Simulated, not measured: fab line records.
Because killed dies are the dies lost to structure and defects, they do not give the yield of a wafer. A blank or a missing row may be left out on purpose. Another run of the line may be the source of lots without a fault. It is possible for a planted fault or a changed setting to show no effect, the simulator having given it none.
fab line records + flow nand-harc
record:
- lots: 6
- wafers: 18
- last-day: 24
route steps=1159 shown P_M1@295
lots untouched by any fault: they come from a run of this same line in which no faults occurred
start-h: start of the lot's first displayed wafer, in hours after the record's first day + wait-h: time in hours since the lot's previous step + " unchanged from the row above + L1.1+2: several wafers, shown together as one row + - no value, or no start given + * or withheld: withheld + < > ~ a bound
route shown NAME@n: NAME is a module with steps in the file, n the number in the route of the first one + usual: mean/standard deviation taken from wafers without a fault + same: alike in all rows + chamber/n: place in a boat + sites: readings site by site + _std_site: the values' standard deviation + _edge_site: mean of outer sites minus mean of inner sites + radius-mm: for every site, how far away it sits from the centre of the wafer + mask NAME#n: copy n + behind: tool/chamber where the wafer was last shaped + hold: what put the lot on hold/how long, in hours/how the hold closed + device: which transistor (n, p or np) failed to switch + end of line: tests of these same wafers at the route's end + a step given without rows: its recipe and nothing more + killed: dies lost to structure and defects at the first sort, not the wafer's yield + map: a wafer's dies, marking killed ones x, the rest . and places with no die _
set.NAME: the setting that was run; set.NAME@STEP: the one run at that earlier step + model.NAME: the simulator's own value behind a step, which no gauge read
certain route steps with their lots: each step a table, each wafer a row
services: when a tool's chamber went out of use (start-h, in hours from the record's first day, below 0 if earlier), for how many hours, and the reason
== steps ==
step: NHARC_P_M1_CD_MEAS_09
recipe:
- target-cd-nm: 130
- landing-energy-ev: 500
usual:
- cd-nm: 130.0/0.52
| lot.wafer | tool      | chamber | start-h | wait-h | cd-nm |
|-----------|-----------|---------|---------|--------|-------|
| L865.1    | cd-sem-03 | 0       | 122.96  | -      | 129.8 |
| L865.4    | "         | 0       | "       | "      | 130.0 |
| L865.5    | "         | 0       | "       | "      | 129.5 |
| L870.1    | cd-sem-03 | 0       | 150.13  | -      | 129.4 |
| L870.4    | "         | 0       | "       | "      | 129.4 |
| L870.5    | "         | 0       | "       | "      | 129.2 |
| L881.2    | cd-sem-03 | 0       | 220.88  | -      | 130.2 |
| L881.4    | "         | 0       | "       | "      | 129.7 |
| L881.6    | "         | 0       | "       | "      | 129.6 |
| L884.1    | cd-sem-01 | 0       | 227.10  | -      | 130.1 |
| L884.4    | "         | 0       | "       | "      | 129.7 |
| L884.5    | "         | 0       | "       | "      | 129.9 |
| L885.2    | cd-sem-02 | 0       | 239.14  | -      | 129.8 |
| L885.4    | "         | 0       | "       | "      | 129.6 |
| L885.6    | "         | 0       | "       | "      | 129.9 |
| L888.1    | cd-sem-03 | 0       | 262.30  | -      | 129.3 |
| L888.4    | "         | 0       | "       | "      | 129.8 |
| L888.6    | "         | 0       | "       | "      | 129.7 |
step: NHARC_P_M1_OVL_MEAS_10
recipe:
- pitch-nm: 260
usual:
- overlay-x-nm: 0.0/0.96
- overlay-y-nm: -0.2/0.66
| lot.wafer | tool       | chamber | start-h | wait-h | overlay-x-nm | overlay-y-nm |
|-----------|------------|---------|---------|--------|--------------|--------------|
| L865.1    | overlay-02 | -       | 123.05  | -      | -0.6         | -0.4         |
| L865.4    | "          | -       | "       | "      | -0.6         | 0.1          |
| L865.5    | "          | -       | "       | "      | -1.0         | -0.3         |
| L870.1    | overlay-02 | -       | 150.22  | -      | 1.3          | -1.1         |
| L870.4    | "          | -       | "       | "      | 1.6          | -0.8         |
| L870.5    | "          | -       | "       | "      | 1.3          | -0.7         |
| L881.2    | overlay-01 | -       | 220.97  | -      | 1.1          | -0.6         |
| L881.4    | "          | -       | "       | "      | 0.7          | -0.9         |
| L881.6    | "          | -       | "       | "      | 1.0          | -0.6         |
| L884.1    | overlay-02 | -       | 227.19  | -      | -0.4         | -0.4         |
| L884.4    | "          | -       | "       | "      | -0.2         | -1.1         |
| L884.5    | "          | -       | "       | "      | 0.8          | -1.1         |
| L885.2    | overlay-02 | -       | 239.23  | -      | -1.2         | 1.3          |
| L885.4    | "          | -       | "       | "      | -1.3         | 1.4          |
| L885.6    | "          | -       | "       | "      | -1.3         | 1.1          |
| L888.1    | overlay-02 | -       | 262.39  | -      | -1.8         | -0.4         |
| L888.4    | "          | -       | "       | "      | -0.9         | -0.7         |
| L888.6    | "          | -       | "       | "      | -1.6         | -0.5         |
step: NHARC_P_M1_INSPECT_11
usual:
- raw-defect-count: 4.0/2.7
| lot.wafer | tool              | chamber | start-h | wait-h | raw-defect-count |
|-----------|-------------------|---------|---------|--------|------------------|
| L865.1    | defect-inspect-01 | -       | 123.09  | 0.0    | 1                |
| L865.4    | "                 | -       | "       | "      | 2                |
| L865.5    | "                 | -       | "       | "      | 4                |
| L870.1    | defect-inspect-01 | -       | 150.25  | 0.0    | 4                |
| L870.4    | "                 | -       | "       | "      | 3                |
| L870.5    | "                 | -       | "       | "      | 4                |
| L881.2    | defect-inspect-01 | -       | 221.01  | 0.0    | 6                |
| L881.4    | "                 | -       | "       | "      | 5                |
| L881.6    | "                 | -       | "       | "      | 2                |
| L884.1    | defect-inspect-02 | -       | 227.23  | 0.0    | 8                |
| L884.4    | "                 | -       | "       | "      | 1                |
| L884.5    | "                 | -       | "       | "      | 3                |
| L885.2    | defect-inspect-01 | -       | 239.26  | 0.0    | 6                |
| L885.4    | "                 | -       | "       | "      | 6                |
| L885.6    | "                 | -       | "       | "      | 5                |
| L888.1    | defect-inspect-02 | -       | 262.44  | 0.1    | 3                |
| L888.4    | "                 | -       | "       | "      | 2                |
| L888.6    | "                 | -       | "       | "      | 1                |
step: NHARC_P_M1_DESCUM_14
recipe:
- time-s: 3
- o2-flow-sccm: 200
- ar-flow-sccm: 0
- bias-power-w: 0
- chemistry: O2
step: NHARC_P_M1_ETCH_35
recipe:
- target-depth-a: 400
- overetch-a: 120
- time-s: 43.94
- ion-energy-ev: 200
- n2-flow-sccm: 150
- h2-flow-sccm: 150
- ar-flow-sccm: 0
- rf-w: 400
- bias-w: 150
- chemistry: N2/H2
usual:
- drypump-motor-current-A: 5.7/0.53
- oes-product-au: 1.001/0.0074
- rf-vpp-V: 432.0/2.4
- showerhead-plenum-p-Torr: 2.09/0.086
- throttle-valve-pct: 14.170/0.0091
| lot.wafer | tool        | chamber | start-h | wait-h | drypump-motor-current-A | oes-product-au | rf-hours-counter-h | rf-vpp-V | showerhead-plenum-p-Torr | throttle-valve-pct |
|-----------|-------------|---------|---------|--------|-------------------------|----------------|--------------------|----------|--------------------------|--------------------|
| L865.4    | rie-diel-08 | 2       | 123.23  | 0.1    | 6.3                     | 0.975          | 4                  | 435.3    | 2.21                     | 14.156             |
| L865.1    | "           | 0       | "       | "      | 6.4                     | 0.990          | 4                  | 433.7    | 2.19                     | 14.149             |
| L865.5    | "           | 3       | "       | "      | 5.9                     | 0.992          | -                  | 431.1    | 2.08                     | 14.160             |
| L870.4    | rie-diel-09 | 2       | 150.40  | 0.1    | 5.4                     | 1.000          | 4                  | 428.2    | 1.96                     | 14.168             |
| L870.1    | "           | 0       | "       | "      | 5.1                     | 1.013          | 4                  | 435.0    | 2.18                     | 14.168             |
| L870.5    | "           | 1       | "       | "      | 5.8                     | 1.009          | -                  | 428.3    | 1.98                     | 14.163             |
| L881.4    | rie-diel-09 | 0       | 221.15  | 0.1    | 5.1                     | 1.018          | 9                  | 434.4    | 2.18                     | 14.167             |
| L881.2    | "           | 1       | "       | "      | 5.7                     | 1.010          | 9                  | 428.0    | 1.97                     | 14.183             |
| L881.6    | "           | 0       | "       | "      | 5.2                     | 1.009          | -                  | 434.2    | 2.18                     | 14.178             |
| L884.1    | rie-diel-09 | 1       | 227.37  | 0.1    | 5.8                     | 0.999          | 10                 | 429.8    | 1.97                     | 14.177             |
| L884.4    | "           | 2       | "       | "      | 5.4                     | 1.004          | 10                 | 426.2    | 1.96                     | 14.169             |
| L884.5    | "           | 1       | "       | "      | 5.8                     | 1.010          | -                  | 429.4    | 1.97                     | 14.182             |
| L885.2    | rie-diel-05 | 3       | 239.42  | 0.1    | 5.4                     | 1.004          | 2                  | 430.4    | 2.08                     | 14.182             |
| L885.4    | "           | 0       | "       | "      | 6.1                     | 1.005          | 3                  | 431.5    | 2.06                     | 14.184             |
| L885.6    | "           | 2       | "       | "      | 5.6                     | 1.012          | -                  | 433.3    | 2.14                     | 14.159             |
| L888.4    | rie-diel-08 | 3       | 262.59  | 0.1    | 5.9                     | 0.995          | 4                  | 432.1    | 2.08                     | 14.169             |
| L888.1    | "           | 2       | "       | "      | 6.2                     | 0.991          | 4                  | 435.3    | 2.21                     | 14.174             |
| L888.6    | "           | 3       | "       | "      | 5.9                     | 0.994          | -                  | 431.8    | 2.08                     | 14.171             |
step: NHARC_P_M1_ETCH_15
recipe:
- target-depth-a: 1825
- time-s: 91.2
- c4f8-flow-sccm: withheld
- ar-flow-sccm: 400
- rf-w: 600
- bias-w: 300
- chemistry: C4F8/Ar
step: NHARC_P_M1_CD_MEAS_16
usual:
- cd-nm: 129.9/0.62
| lot.wafer | tool      | chamber | start-h | wait-h | cd-nm |
|-----------|-----------|---------|---------|--------|-------|
| L865.1    | cd-sem-03 | -       | 123.45  | -      | 129.9 |
| L865.4    | "         | -       | "       | "      | 130.1 |
| L865.5    | "         | -       | "       | "      | 130.5 |
| L870.1    | cd-sem-01 | -       | 150.62  | -      | 129.6 |
| L870.4    | "         | -       | "       | "      | 129.6 |
| L870.5    | "         | -       | "       | "      | 128.9 |
| L881.2    | cd-sem-03 | -       | 221.38  | -      | 129.5 |
| L881.4    | "         | -       | "       | "      | 129.5 |
| L881.6    | "         | -       | "       | "      | 129.3 |
| L884.1    | cd-sem-01 | -       | 227.59  | -      | 130.0 |
| L884.4    | "         | -       | "       | "      | 130.9 |
| L884.5    | "         | -       | "       | "      | 130.2 |
| L885.2    | cd-sem-01 | -       | 239.63  | -      | 130.0 |
| L885.4    | "         | -       | "       | "      | 129.4 |
| L885.6    | "         | -       | "       | "      | 129.6 |
| L888.1    | cd-sem-03 | -       | 262.81  | -      | 129.6 |
| L888.4    | "         | -       | "       | "      | 129.8 |
| L888.6    | "         | -       | "       | "      | 130.5 |
step: NHARC_P_M1_STRIP_18
recipe:
- power-w: 1000
- n2-flow-sccm: 150
- h2-flow-sccm: 150
- ar-flow-sccm: 0
- bias-w: 0
- chemistry: N2/H2
usual:
- drypump-motor-current-A: 5.9/0.47
- oes-product-au: 1.001/0.0081
- rf-vpp-V: 90.9/0.86
- showerhead-plenum-p-Torr: 2.10/0.067
- throttle-valve-pct: 14.171/0.0096
| lot.wafer | tool        | chamber | start-h | wait-h | drypump-motor-current-A | oes-product-au | rf-hours-counter-h | rf-vpp-V | showerhead-plenum-p-Torr | throttle-valve-pct |
|-----------|-------------|---------|---------|--------|-------------------------|----------------|--------------------|----------|--------------------------|--------------------|
| L865.1    | rie-diel-08 | 1       | 123.57  | 0.1    | 6.5                     | 0.999          | 5                  | 91.9     | 2.14                     | 14.168             |
| L865.4    | "           | 3       | "       | "      | 5.9                     | 1.001          | 4                  | 90.9     | 2.08                     | 14.174             |
| L865.5    | "           | 1       | "       | "      | 6.5                     | 0.991          | -                  | 90.0     | 2.14                     | 14.184             |
| L870.4    | rie-diel-08 | 3       | 150.69  | 0.1    | 5.9                     | 0.990          | 1                  | 91.1     | 2.08                     | 14.169             |
| L870.1    | "           | 0       | "       | "      | 6.4                     | 1.007          | 1                  | 91.4     | 2.19                     | 14.175             |
| L870.5    | "           | 0       | "       | "      | 6.4                     | 1.007          | -                  | 90.5     | 2.19                     | 14.180             |
| L881.2    | rie-diel-09 | 2       | 221.45  | 0.1    | 5.4                     | 0.994          | 9                  | 88.3     | 1.96                     | 14.167             |
| L881.4    | "           | 1       | "       | "      | 5.8                     | 1.004          | 9                  | 90.4     | 1.97                     | 14.184             |
| L881.6    | "           | 3       | "       | "      | 4.7                     | 1.013          | -                  | 90.0     | 2.08                     | 14.154             |
| L884.1    | rie-diel-05 | 2       | 227.69  | 0.1    | 5.6                     | 1.003          | 3                  | 92.4     | 2.14                     | 14.165             |
| L884.4    | "           | 0       | "       | "      | 6.1                     | 1.008          | 3                  | 91.1     | 2.06                     | 14.176             |
| L884.5    | "           | 1       | "       | "      | 6.2                     | 0.994          | -                  | 89.7     | 2.05                     | 14.182             |
| L885.4    | rie-diel-05 | 3       | 239.70  | 0.1    | 5.4                     | 0.982          | 2                  | 89.9     | 2.08                     | 14.169             |
| L885.2    | "           | 0       | "       | "      | 6.1                     | 1.011          | 4                  | 89.3     | 2.06                     | 14.176             |
| L885.6    | "           | 0       | "       | "      | 6.1                     | 1.003          | -                  | 91.4     | 2.06                     | 14.200             |
| L888.4    | rie-diel-05 | 0       | 262.88  | 0.1    | 6.1                     | 1.000          | 6                  | 91.2     | 2.06                     | 14.160             |
| L888.1    | "           | 3       | "       | "      | 5.4                     | 1.005          | 4                  | 91.0     | 2.08                     | 14.173             |
| L888.6    | "           | 1       | "       | "      | 6.2                     | 1.012          | -                  | 91.6     | 2.05                     | 14.179             |
step: NHARC_P_M1_ETCH_28
recipe:
- target-depth-a: 300
- over-etch-frac: 0.3
- time-s: 72.99
- ion-energy-ev: 150
- cf4-flow-sccm: 50
- n2-flow-sccm: 100
- ar-flow-sccm: 150
- rf-w: 300
- bias-w: 100
- chemistry: CF4/N2
usual:
- drypump-motor-current-A: 5.9/0.47
- oes-product-au: 1.002/0.0078
- rf-vpp-V: 315.6/1.5
- showerhead-plenum-p-Torr: 2.71/0.078
- throttle-valve-pct: 19.794/0.0091
| lot.wafer | tool        | chamber | start-h | wait-h | drypump-motor-current-A | oes-product-au | rf-hours-counter-h | rf-vpp-V | showerhead-plenum-p-Torr | throttle-valve-pct |
|-----------|-------------|---------|---------|--------|-------------------------|----------------|--------------------|----------|--------------------------|--------------------|
| L865.4    | rie-diel-08 | 1       | -       | -      | 6.5                     | 1.014          | 5                  | 317.2    | 2.74                     | 19.800             |
| L865.1    | "           | 2       | "       | "      | 6.3                     | 1.004          | 5                  | 318.2    | 2.83                     | 19.809             |
| L865.5    | "           | 0       | "       | "      | 6.4                     | 1.010          | -                  | 318.5    | 2.81                     | 19.795             |
| L870.4    | rie-diel-08 | 0       | -       | -      | 6.4                     | 1.000          | 1                  | 318.5    | 2.81                     | 19.808             |
| L870.1    | "           | 1       | "       | "      | 6.5                     | 1.002          | 1                  | 313.4    | 2.74                     | 19.810             |
| L870.5    | "           | 0       | "       | "      | 6.4                     | 1.016          | -                  | 317.3    | 2.81                     | 19.803             |
| L881.4    | rie-diel-09 | 1       | -       | -      | 5.7                     | 1.009          | 9                  | 310.9    | 2.55                     | 19.798             |
| L881.2    | "           | 3       | "       | "      | 4.7                     | 1.006          | 10                 | 313.8    | 2.67                     | 19.798             |
| L881.6    | "           | 1       | "       | "      | 5.7                     | 1.006          | -                  | 311.9    | 2.55                     | 19.793             |
| L884.4    | rie-diel-05 | 3       | -       | -      | 5.4                     | 1.006          | 2                  | 315.2    | 2.67                     | 19.808             |
| L884.1    | "           | 1       | "       | "      | 6.2                     | 1.014          | 3                  | 315.8    | 2.64                     | 19.791             |
| L884.5    | "           | 3       | "       | "      | 5.4                     | 1.002          | -                  | 315.4    | 2.67                     | 19.777             |
| L885.4    | rie-diel-05 | 1       | -       | -      | 6.2                     | 1.011          | 3                  | 314.6    | 2.64                     | 19.791             |
| L885.2    | "           | 0       | "       | "      | 6.1                     | 1.004          | 4                  | 315.9    | 2.65                     | 19.788             |
| L885.6    | "           | 1       | "       | "      | 6.2                     | 1.005          | -                  | 314.1    | 2.64                     | 19.798             |
| L888.1    | rie-diel-05 | 0       | -       | -      | 6.1                     | 1.011          | 6                  | 315.4    | 2.65                     | 19.799             |
| L888.4    | "           | 1       | "       | "      | 6.2                     | 1.012          | 5                  | 315.2    | 2.64                     | 19.800             |
| L888.6    | "           | 0       | "       | "      | 6.1                     | 0.990          | -                  | 314.7    | 2.65                     | 19.783             |
step: NHARC_P_M1_STRIP_19
recipe:
- time-s: 600
- temp-c: 30
- chemistry: post-etch-residue-remover
step: NHARC_P_M1_DEGAS_29
recipe:
- temp-c: 250
- time-s: 60
step: NHARC_P_M1_PRE_CLEAN_30
recipe:
- time-s: 30
- temp-c: 280
- gas: H2/He
usual:
- heater-power-w: 414/45
| lot.wafer | tool           | chamber | start-h | wait-h | heater-power-w |
|-----------|----------------|---------|---------|--------|----------------|
| L865.1    | pvd-sputter-01 | -       | -       | -      | 468            |
| L865.4    | "              | -       | "       | "      | 369            |
| L865.5    | "              | -       | "       | "      | 358            |
| L870.1    | pvd-sputter-03 | -       | -       | -      | 377            |
| L870.4    | "              | -       | "       | "      | 489            |
| L870.5    | "              | -       | "       | "      | 509            |
| L881.4    | pvd-sputter-03 | -       | -       | -      | 451            |
| L881.2    | "              | -       | "       | "      | 389            |
| L881.6    | "              | -       | "       | "      | 384            |
| L884.4    | pvd-sputter-03 | -       | -       | -      | 403            |
| L884.1    | "              | -       | "       | "      | 513            |
| L884.5    | "              | -       | "       | "      | 397            |
| L885.4    | pvd-sputter-01 | -       | -       | -      | 373            |
| L885.2    | "              | -       | "       | "      | 376            |
| L885.6    | "              | -       | "       | "      | 385            |
| L888.1    | pvd-sputter-01 | -       | -       | -      | 477            |
| L888.4    | "              | -       | "       | "      | 391            |
| L888.6    | "              | -       | "       | "      | 385            |
step: NHARC_P_M1_PVD_20
recipe:
- target-thk-a: 50
- bias-v: 168.6
- power-w: 15000
- chamber-pressure-pa: 0.12
- time-s: 8.06
- substrate-temp-c: 50
- material: TaN
usual:
- bias-v: 168.6/1.6
- cathode-dc-power-W: 15000/2.7
- throttle-valve-pct: 29.8/0.85
| lot.wafer | tool           | chamber | start-h | wait-h | bias-v | cathode-dc-power-W | throttle-valve-pct |
|-----------|----------------|---------|---------|--------|--------|--------------------|--------------------|
| L865.1    | pvd-sputter-01 | -       | 124.31  | -      | 170.1  | 14997              | 29.9               |
| L865.4    | "              | -       | "       | "      | 170.5  | 15001              | 29.3               |
| L865.5    | "              | -       | "       | "      | 170.2  | 14996              | 29.2               |
| L870.1    | pvd-sputter-03 | -       | 151.48  | -      | 170.0  | 15001              | 30.3               |
| L870.4    | "              | -       | "       | "      | 169.1  | 15001              | 29.5               |
| L870.5    | "              | -       | "       | "      | 168.5  | 15000              | 30.2               |
| L881.2    | pvd-sputter-03 | -       | 222.22  | -      | -      | -                  | -                  |
| L881.4    | "              | -       | "       | "      | -      | -                  | -                  |
| L881.6    | "              | -       | "       | "      | -      | -                  | -                  |
| L884.4    | pvd-sputter-03 | -       | 228.45  | -      | -      | -                  | -                  |
| L884.1    | "              | -       | "       | "      | -      | -                  | -                  |
| L884.5    | "              | -       | "       | "      | -      | -                  | -                  |
| L885.2    | pvd-sputter-01 | -       | 240.46  | -      | 169.8  | 14997              | 28.3               |
| L885.4    | "              | -       | "       | "      | 168.1  | 14999              | 30.8               |
| L885.6    | "              | -       | "       | "      | 167.9  | 15004              | 30.0               |
| L888.4    | pvd-sputter-01 | -       | 263.64  | -      | 169.0  | 15001              | 30.2               |
| L888.1    | "              | -       | "       | "      | 167.0  | 15001              | 30.9               |
| L888.6    | "              | -       | "       | "      | 168.2  | 14999              | 31.0               |
step: NHARC_P_M1_PVD_21
recipe:
- target-thk-a: 300
- chamber-pressure-pa: 5
- power-w: 5000
- substrate-temp-c: 30
- time-s: 20.49
- material: Cu
usual:
- cathode-dc-power-W: 5000.0/0.94
- chamber-pressure-pa: 4.999/0.011
- throttle-valve-pct: 29.8/0.87
| lot.wafer | tool           | chamber | start-h | wait-h | cathode-dc-power-W | chamber-pressure-pa | throttle-valve-pct |
|-----------|----------------|---------|---------|--------|--------------------|---------------------|--------------------|
| L865.1    | pvd-sputter-01 | -       | -       | -      | 5000.3             | 5.000               | 30.9               |
| L865.4    | "              | -       | "       | "      | 4997.9             | 5.007               | 29.9               |
| L865.5    | "              | -       | "       | "      | 5000.0             | 5.004               | 31.2               |
| L870.1    | pvd-sputter-03 | -       | -       | -      | 5001.0             | 4.983               | 30.2               |
| L870.4    | "              | -       | "       | "      | 5000.3             | 5.004               | 30.1               |
| L870.5    | "              | -       | "       | "      | 5000.4             | 4.973               | 28.9               |
| L881.2    | pvd-sputter-03 | -       | -       | -      | 5001.8             | 5.006               | 30.4               |
| L881.4    | "              | -       | "       | "      | 5001.0             | 5.008               | 30.1               |
| L881.6    | "              | -       | "       | "      | 5000.6             | 5.001               | 30.4               |
| L884.1    | pvd-sputter-03 | -       | -       | -      | 4999.6             | 4.998               | 29.1               |
| L884.4    | "              | -       | "       | "      | 4999.9             | 5.008               | 30.2               |
| L884.5    | "              | -       | "       | "      | 4999.9             | 5.000               | 29.4               |
| L885.2    | pvd-sputter-01 | -       | -       | -      | 5000.0             | 4.996               | 29.5               |
| L885.4    | "              | -       | "       | "      | 4999.7             | 4.989               | 30.0               |
| L885.6    | "              | -       | "       | "      | 5001.1             | 5.003               | 29.2               |
| L888.4    | pvd-sputter-01 | -       | -       | -      | 4999.3             | 5.005               | 30.3               |
| L888.1    | "              | -       | "       | "      | 4999.8             | 5.003               | 29.4               |
| L888.6    | "              | -       | "       | "      | 5000.4             | 4.991               | 30.3               |
== services ==
| tool           | chamber | start-h | hours | kind       |
|----------------|---------|---------|-------|------------|
| pvd-sputter-03 | -       | 102.00  | 10.0  | pm         |
| rie-diel-05    | 0       | 102.41  | 4.5   | repair     |
| rie-diel-09    | 3       | 105.37  | 8.2   | repair     |
| rie-diel-05    | 0       | 118.26  | -     | clean      |
| rie-diel-05    | 1       | 118.26  | -     | clean      |
| rie-diel-05    | 2       | 118.26  | -     | clean      |
| rie-diel-05    | 3       | 118.26  | -     | clean      |
| rie-diel-08    | -       | 124.80  | 9.0   | pm         |
| rie-diel-05    | 3       | 137.69  | 7.5   | repair     |
| rie-diel-09    | 3       | 139.88  | 7.5   | repair     |
| rie-diel-05    | 0       | 142.76  | -     | clean      |
| rie-diel-05    | 1       | 142.76  | -     | clean      |
| rie-diel-05    | 2       | 142.76  | -     | clean      |
| pvd-sputter-01 | -       | 158.00  | 10.0  | pm         |
| rie-diel-05    | -       | 163.66  | 9.0   | pm         |
| rie-diel-05    | 0       | 163.66  | 9.0   | vent-cycle |
| rie-diel-05    | 1       | 163.66  | 9.0   | vent-cycle |
| rie-diel-05    | 2       | 163.66  | 9.0   | vent-cycle |
| rie-diel-09    | 2       | 167.06  | 13.7  | repair     |
| rie-diel-05    | 3       | 176.30  | 15.1  | repair     |
| rie-diel-08    | 1       | 202.52  | 26.2  | repair     |
| pvd-sputter-03 | -       | 202.88  | 5.0   | repair     |
| rie-diel-09    | -       | 254.22  | 9.0   | pm         |
| rie-diel-05    | 2       | 255.55  | 2.5   | repair     |
== key ==
first-sign:
- step: NHARC_P_M1_PVD_20
- reading: tool-record
- direction: missing
effect none on later readings
met-at NHARC_P_M1_PVD_20
struck-wafers L881.2,L881.4,L881.6,L884.1,L884.4,L884.5
later-rows-left-out L881.2,L881.4,L881.6,L884.1,L884.4,L884.5
sort-left-out L881.2,L881.4,L881.6,L884.1,L884.4,L884.5
onset-between 151.48 222.22
fault:
- kind: skipped-step-whole
- tool: pvd-sputter-03
- chamber: -
- onset-h: 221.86
- steps: NHARC_P_M1_PVD_20
- scope: struck-lots-only
sort-left-out: the simulated sort isn't trusted on such a fault, so these wafers' sort isn't shown, and their yield isn't known
later-rows-left-out: the simulator's readings of these wafers behind a module that went badly wrong aren't trusted and aren't shown, but for the sort
